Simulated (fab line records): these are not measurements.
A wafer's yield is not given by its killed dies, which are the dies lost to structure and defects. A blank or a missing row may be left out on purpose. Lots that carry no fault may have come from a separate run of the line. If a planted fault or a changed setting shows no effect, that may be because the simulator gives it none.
The tool behind it: which one?    flow n5_finfet    at 1 step of a route of 1938, 12 lots with 36 wafers sampled

== WHAT EACH GAUGE READ, for each wafer ==
N5_BEOL_M4_OVL_MEAS_12.
lot   measured      on          M4_OVL (nm)
L077  day 8 05:43   overlay-01  0.5 0.3 0.2
L075  day 8 17:36   overlay-01  1.6 1.9 1.7
L080  day 8 21:27   overlay-02  -0.3 0.0 -0.2
L081  day 8 23:10   overlay-01  0.2 0.0 0.8
L083  day 9 21:47   overlay-02  0.3 0.7 0.5
L086  day 10 18:16  overlay-02  0.9 0.2 0.8
L087  day 10 21:29  overlay-01  -1.0 -0.9 -0.6
L090  day 11 03:14  overlay-01  -0.8 0.5 0.3
L091  day 11 17:13  overlay-01  0.5 1.3 -0.4
L093  day 12 14:29  overlay-02  -0.9 -0.2 -0.7
L095  day 12 18:46  overlay-01  -0.4 -0.3 0.5
L097  day 13 15:22  overlay-02  0.2 1.3 0.6

== EACH LOT AND THE TOOL THAT RAN IT (in order: tool; ch and the chambers of the sampled wafers; start) ==
Record: no process step prior to these readings.

== THE ANSWER, worked out from the rows above alone ==
Rule: the usual values come from the lots themselves. Put in order of their means at a reading, lots are off if they are a third of the lots or fewer, leave a main group of 4 or more, and stand apart from it by a gap of 3 or more times the standard deviation of the main group's means; of several such gaps the widest counts. A main group whose means are all the same, to the digits that the tables above print for the reading, isn't used. Also off: a lot with no number at a reading for which 4 or more lots have one. Any other lot the step has rows for is counted as sound.
No lot is off on any of the readings shown, so nothing can be concluded from this.

== WHAT THE SIMULATOR HAD PUT IN ==
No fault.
